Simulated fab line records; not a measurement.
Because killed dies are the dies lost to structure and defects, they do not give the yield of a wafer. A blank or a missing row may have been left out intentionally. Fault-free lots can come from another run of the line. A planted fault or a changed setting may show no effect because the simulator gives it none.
Matching of chambers || flow n5Finfet || N5_BEOL_M0_SAQP_ETCH_73 on rieDiel-01 has 3 sister chambers
The step etches SiARC in CF4, target depth 19.5 nm, time 32.5 s. 14 wafers are shown with their chamber, then 5 later ones without.

## EACH WAFER AND ITS CHAMBER
{"wafer": "L074.1", "chamber": 2, "oesProductAu (a.u.)": 0.59, "throttleValvePct (%)": 16.12, "drypumpMotorCurrentA (A)": 5.76}
{"wafer": "L074.2", "chamber": 1, "oesProductAu (a.u.)": 0.60, "throttleValvePct (%)": 15.53, "drypumpMotorCurrentA (A)": 5.48}
{"wafer": "L074.5", "chamber": 1, "oesProductAu (a.u.)": 0.60, "throttleValvePct (%)": 15.53, "drypumpMotorCurrentA (A)": 5.47}
{"wafer": "L077.2", "chamber": 2, "oesProductAu (a.u.)": 0.58, "throttleValvePct (%)": 16.10, "drypumpMotorCurrentA (A)": 5.75}
{"wafer": "L077.3", "chamber": 1, "oesProductAu (a.u.)": 0.60, "throttleValvePct (%)": 15.54, "drypumpMotorCurrentA (A)": 5.46}
{"wafer": "L077.5", "chamber": 1, "oesProductAu (a.u.)": 0.60, "throttleValvePct (%)": 15.56, "drypumpMotorCurrentA (A)": 5.44}
{"wafer": "L078.2", "chamber": 3, "oesProductAu (a.u.)": 0.74, "throttleValvePct (%)": 15.72, "drypumpMotorCurrentA (A)": 5.17}
{"wafer": "L078.3", "chamber": 1, "oesProductAu (a.u.)": 0.60, "throttleValvePct (%)": 15.54, "drypumpMotorCurrentA (A)": 5.48}
{"wafer": "L078.6", "chamber": 1, "oesProductAu (a.u.)": 0.60, "throttleValvePct (%)": 15.57, "drypumpMotorCurrentA (A)": 5.48}
{"wafer": "L080.4", "chamber": 1, "oesProductAu (a.u.)": 0.60, "throttleValvePct (%)": 15.55, "drypumpMotorCurrentA (A)": 5.46}
{"wafer": "L080.5", "chamber": 3, "oesProductAu (a.u.)": 0.74, "throttleValvePct (%)": 15.73, "drypumpMotorCurrentA (A)": 5.14}
{"wafer": "L080.6", "chamber": 2, "oesProductAu (a.u.)": 0.58, "throttleValvePct (%)": 16.12, "drypumpMotorCurrentA (A)": 5.75}
{"wafer": "L082.1", "chamber": 2, "oesProductAu (a.u.)": 0.58, "throttleValvePct (%)": 16.13, "drypumpMotorCurrentA (A)": 5.78}
{"wafer": "L082.2", "chamber": 1, "oesProductAu (a.u.)": 0.60, "throttleValvePct (%)": 15.57, "drypumpMotorCurrentA (A)": 5.48}

SIGNATURES, as means of the wafers listed above
{"reading": "oesProductAu", "chamber 1": 0.6000, "chamber 2": 0.5825, "chamber 3": 0.7400, "scatter within a chamber": 0.00261}
{"reading": "throttleValvePct", "chamber 1": 15.5488, "chamber 2": 16.1175, "chamber 3": 15.7250, "scatter within a chamber": 0.0148}
{"reading": "drypumpMotorCurrentA", "chamber 1": 5.4688, "chamber 2": 5.7600, "chamber 3": 5.1550, "scatter within a chamber": 0.0152}
Rule: for each reading, subtract the chamber's mean from the wafer's reading, divide by that reading's scatter and square the result; add these up over the readings and take the root, which gives the wafer's distance from the chamber. The wafer belongs to the nearest chamber; if the next one is less than 2 further off, it can't be placed. The scatter is the square root of a quotient: the sum, over the shown wafers, of each reading's squared deviation from its chamber's mean, divided by wafers minus chambers.

## WAFERS MISSING THEIR CHAMBER
{"wafer": "L084.1", "oesProductAu (a.u.)": 0.72, "throttleValvePct (%)": 15.75, "drypumpMotorCurrentA (A)": 5.17}
{"wafer": "L084.2", "oesProductAu (a.u.)": 0.57, "throttleValvePct (%)": 16.14, "drypumpMotorCurrentA (A)": 5.73}
{"wafer": "L092.2", "oesProductAu (a.u.)": 0.57, "throttleValvePct (%)": 16.17, "drypumpMotorCurrentA (A)": 5.77}
{"wafer": "L092.4", "oesProductAu (a.u.)": 0.70, "throttleValvePct (%)": 15.78, "drypumpMotorCurrentA (A)": 5.16}
{"wafer": "L092.6", "oesProductAu (a.u.)": 0.71, "throttleValvePct (%)": 15.77, "drypumpMotorCurrentA (A)": 5.17}

## WHICH CHAMBER EACH WENT THROUGH
{"wafer": "L084.1", "from the rows above": 3, "in truth": 3}
{"wafer": "L084.2", "from the rows above": 2, "in truth": 2}
{"wafer": "L092.2", "from the rows above": 2, "in truth": 2}
{"wafer": "L092.4", "from the rows above": 3, "in truth": 3}
{"wafer": "L092.6", "from the rows above": 3, "in truth": 3}
5 of 5 placed correctly. Number that these rows cannot place: 0. 0 placed wrongly.
